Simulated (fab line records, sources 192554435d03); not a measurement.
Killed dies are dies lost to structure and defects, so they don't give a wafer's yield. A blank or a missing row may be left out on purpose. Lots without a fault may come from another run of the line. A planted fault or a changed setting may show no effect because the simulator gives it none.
Which tool did it? | flow n5_finfet | 10 lots, 30 wafers sampled, at 5 steps of a route of 1938

WHAT THE GAUGES READ, wafer by wafer
N5_MOL_CONTACT_COAG_INSPECT_97: inspects for defects (darkfield).
lot  | measured     | on                | raw_defect_count
L440 | day 5 20:19  | defect_inspect-01 | 49 59 62
L441 | day 6 03:48  | defect_inspect-01 | 39 23 44
L444 | day 6 18:53  | defect_inspect-02 | 49 29 33
L449 | day 8 02:08  | defect_inspect-01 | 66 41 59
L450 | day 8 11:14  | defect_inspect-02 | 14 27 34
L451 | day 8 18:05  | defect_inspect-02 | 32 45 60
L453 | day 9 05:30  | defect_inspect-01 | 38 49 50
L456 | day 10 02:58 | defect_inspect-02 | 38 36 35
L458 | day 10 09:52 | defect_inspect-01 | 66 60 62
L459 | day 10 19:27 | defect_inspect-02 | 41 36 44

N5_BEOL_M4_RC_MEAS_101.
lot  | measured     | on        | DIBL_N (mV/V)  | DIBL_P (mV/V)  | IOFF_N (nA/um) | IOFF_P (nA/um) | ION_N (uA/um) | ION_P (uA/um) | SS_N (mV/dec)  | SS_P (mV/dec)  | VT_N (mV)   | VT_P (mV)
L440 | day 8 07:41  | prober-02 | 32.6 32.3 32.3 | 31.7 31.6 31.5 | 0.10 0.10 0.10 | 0.15 0.15 0.15 | 651 653 664   | 456 453 456   | 70.0 69.8 70.1 | 72.0 71.8 72.1 | 259 256 257 | -256 -253 -254
L441 | day 8 16:58  | prober-02 | 35.0 33.2 33.3 | 34.4 31.5 32.3 | 0.14 0.10 0.11 | 0.18 0.13 0.15 | 666 647 650   | 453 440 452   | 71.1 70.8 70.9 | 73.2 72.8 72.7 | 249 256 256 | -254 -256 -253
L444 | day 9 08:29  | prober-01 | 34.8 36.4 36.4 | 35.7 37.8 36.9 | 0.14 0.16 0.17 | 0.19 0.22 0.21 | 674 675 680   | 460 467 458   | 71.6 71.6 70.6 | 72.7 73.9 73.1 | 251 249 247 | -250 -249 -251
L449 | day 11 15:45 | prober-01 | 36.1 35.3 37.2 | 37.2 36.9 38.8 | 0.15 0.16 0.19 | 0.21 0.21 0.23 | 664 692 683   | 455 476 462   | 71.5 71.4 72.4 | 73.3 73.0 73.6 | 249 247 246 | -251 -251 -249
L450 | day 11 20:07 | prober-02 | 37.1 38.7 39.6 | 36.1 37.1 38.6 | 0.15 0.16 0.18 | 0.19 0.20 0.23 | 667 661 677   | 455 450 460   | 71.9 72.4 71.6 | 72.6 73.5 73.8 | 250 250 249 | -252 -251 -248
L456 | day 14 07:01 | prober-02 | 37.0 34.8 38.7 | 38.8 34.8 38.5 | 0.20 0.15 0.24 | 0.25 0.19 0.24 | 682 666 676   | 462 454 458   | 71.8 71.2 72.4 | 74.3 74.1 74.0 | 247 249 244 | -248 -252 -249
L458 | day 13 08:12 | prober-02 | 36.1 35.3 33.6 | 35.6 35.6 32.8 | 0.18 0.17 0.13 | 0.19 0.19 0.15 | 695 681 672   | 465 459 451   | 71.7 71.2 71.2 | 73.0 72.9 72.8 | 246 247 252 | -253 -252 -256
L459 | day 14 05:52 | prober-01 | 37.9 37.1 40.2 | 38.8 37.0 40.1 | 0.20 0.18 0.24 | 0.25 0.22 0.28 | 699 679 693   | 473 463 469   | 72.3 71.9 72.8 | 74.4 73.8 74.6 | 245 246 243 | -248 -249 -250

WHICH TOOL RAN EACH LOT (tool, then ch and the chambers of the sampled wafers, then the start)
lot  | N5_MOL_CONTACT_COAG_CMP_52    | N5_BEOL_M0_SAQP_ILD_DEP_01      | N5_BEOL_M0_SAQP_PECVD_97
L440 | cmp-01 ch 0,2,3, day 5 16:27  | pecvd-02 ch 0,1, day 5 20:40    | pecvd-03 ch 0,2, day 5 20:56
L441 | cmp-03 ch 0,1,3, day 6 00:29  | pecvd-04 ch 0,2, day 6 04:08    | pecvd-02 ch 1,2, day 6 04:54
L444 | cmp-02 ch 0,2, day 6 15:32    | pecvd-04 ch 0,1, day 6 19:15    | pecvd-04 ch 0,2, day 6 20:37
L449 | cmp-03 ch 0,1,2, day 7 22:08  | pecvd-03 ch 1,2, day 8 02:28    | pecvd-03 ch 0,1,2, day 8 03:19
L450 | cmp-02 ch 1,3, day 8 07:55    | pecvd-03 ch 0,1,2, day 8 11:35  | pecvd-02 ch 0,1, day 8 12:35
L451 | cmp-03 ch 0,1,2, day 8 14:47  | pecvd-03 ch 0,1,2, day 8 18:24  | pecvd-02 ch 0,1,2, day 8 20:32
L453 | cmp-01 ch 0,1, day 9 02:08    | pecvd-04 ch 0,1,2, day 9 05:49  | pecvd-03 ch 0,1,2, day 9 08:09
L456 | cmp-03 ch 0,1, day 9 23:35    | pecvd-04 ch 0,1,2, day 10 03:17 | pecvd-03 ch 0,1,2, day 10 04:02
L458 | cmp-01 ch 0,2, day 10 06:31   | pecvd-04 ch 0,2, day 10 10:13   | pecvd-04 ch 0,1,2, day 10 12:05
L459 | cmp-01 ch 0,2,3, day 10 16:06 | pecvd-03 ch 0,1,2, day 10 19:48 | pecvd-02 ch 1,2, day 10 21:44
- N5_MOL_CONTACT_COAG_CMP_52: polishes, stops on SiO2, t overpolish 1.5 s, target thk 66.5 nm.
- N5_BEOL_M0_SAQP_ILD_DEP_01: deposits SiOC from DEMS/O2, target thk 45.419 nm, time 8.7 s.
- N5_BEOL_M0_SAQP_PECVD_97: deposits SiNx from SiH4/NH3/N2, target thk 23 nm, time 19.9 s.

WHAT THE TOOLS THEMSELVES READ (means of the sampled wafers that have a number; where no wafer has one, the mark that the record gives instead)
N5_MOL_CONTACT_COAG_CMP_52.
lot  | tool   | motor_current_A (A) | overpolish_run_s (s) | time_to_endpoint_s (s)
L440 | cmp-01 | 12.9                | 1.501                | 14.6
L441 | cmp-03 | 10.9                | 1.511                | 16.7
L444 | cmp-02 | 11.5                | 1.499                | 17.1
L449 | cmp-03 | 10.0                | 1.501                | 10.7
L450 | cmp-02 | 10.6                | 1.503                | 15.3
L451 | cmp-03 | 10.3                | 1.496                | 13.8
L453 | cmp-01 | 12.8                | 1.482                | 14.9
L456 | cmp-03 | 10.2                | 1.498                | 13.9
L458 | cmp-01 | 13.3                | 1.494                | 15.6
L459 | cmp-01 | 12.6                | 1.499                | 13.1

N5_BEOL_M0_SAQP_ILD_DEP_01.
lot  | tool     | chamber_pressure_Torr (Torr) | heater_power_outer_w (W) | heater_power_w (W) | showerhead_plenum_p_Torr (Torr) | throttle_valve_pct (%)
L440 | pecvd-02 | 5.001                        | 291                      | 543                | 5.701                           | 11.5
L441 | pecvd-04 | 4.999                        | 225                      | 410                | 5.710                           | 12.0
L444 | pecvd-04 | 4.998                        | 219                      | 422                | 5.707                           | 11.6
L449 | pecvd-03 | 5.005                        | 260                      | 483                | 5.701                           | 12.1
L450 | pecvd-03 | 5.000                        | 318                      | 566                | 5.703                           | 12.0
L451 | pecvd-03 | -                            | -                        | -                  | -                               | -
L453 | pecvd-04 | -                            | -                        | -                  | -                               | -
L456 | pecvd-04 | 4.988                        | 240                      | 432                | 5.695                           | 11.6
L458 | pecvd-04 | 5.004                        | 214                      | 393                | 5.698                           | 11.9
L459 | pecvd-03 | 5.008                        | 268                      | 496                | 5.702                           | 12.0

N5_BEOL_M0_SAQP_PECVD_97.
lot  | tool     | heater_power_w (W) | showerhead_plenum_p_Torr (Torr) | throttle_valve_pct (%)
L440 | pecvd-03 | 638                | 5.18                            | 38.6
L441 | pecvd-02 | 671                | 5.15                            | 40.0
L444 | pecvd-04 | 483                | 5.23                            | 39.7
L449 | pecvd-03 | 614                | 5.15                            | 39.8
L450 | pecvd-02 | 632                | 5.16                            | 39.3
L451 | pecvd-02 | 590                | 5.12                            | 39.1
L453 | pecvd-03 | 588                | 5.16                            | 39.9
L456 | pecvd-03 | 599                | 5.16                            | 39.9
L458 | pecvd-04 | 479                | 5.18                            | 39.0
L459 | pecvd-02 | 655                | 5.15                            | 39.9

THE ANSWER, worked out from the rows above alone
Rule: what is usual is taken from the lots themselves. Put in order of their means at a reading, lots are off if they are a third of the lots or fewer, leave a main group of 4 or more, and stand apart from it by a gap of 3 or more times the standard deviation of the main group's means; of several such gaps the widest counts. A main group whose means are all the same, to the digits that the tables above print for the reading, isn't used. A lot without any number at a reading at which 4 lots or more have one is off too. The other lots that the step has rows for count as sound. The gauges are gone through in route order, then the tools' own readings, and for those a lot's mean is taken as printed above. The first step at which some lot is off is used, and at that step the reading that is off furthest; a lot without a number counts as furthest.
Off: L451, L453, at N5_BEOL_M0_SAQP_ILD_DEP_01 (chamber_pressure_Torr). Without a number there: L451, L453. The main group: mean 5.000 Torr, standard deviation 0.0056.
A tool fits if, at that step or a process step before it, it ran every lot that is off, and no sound lot after the first of them. None of those tried fits.

WHAT THE SIMULATOR HAD PUT IN
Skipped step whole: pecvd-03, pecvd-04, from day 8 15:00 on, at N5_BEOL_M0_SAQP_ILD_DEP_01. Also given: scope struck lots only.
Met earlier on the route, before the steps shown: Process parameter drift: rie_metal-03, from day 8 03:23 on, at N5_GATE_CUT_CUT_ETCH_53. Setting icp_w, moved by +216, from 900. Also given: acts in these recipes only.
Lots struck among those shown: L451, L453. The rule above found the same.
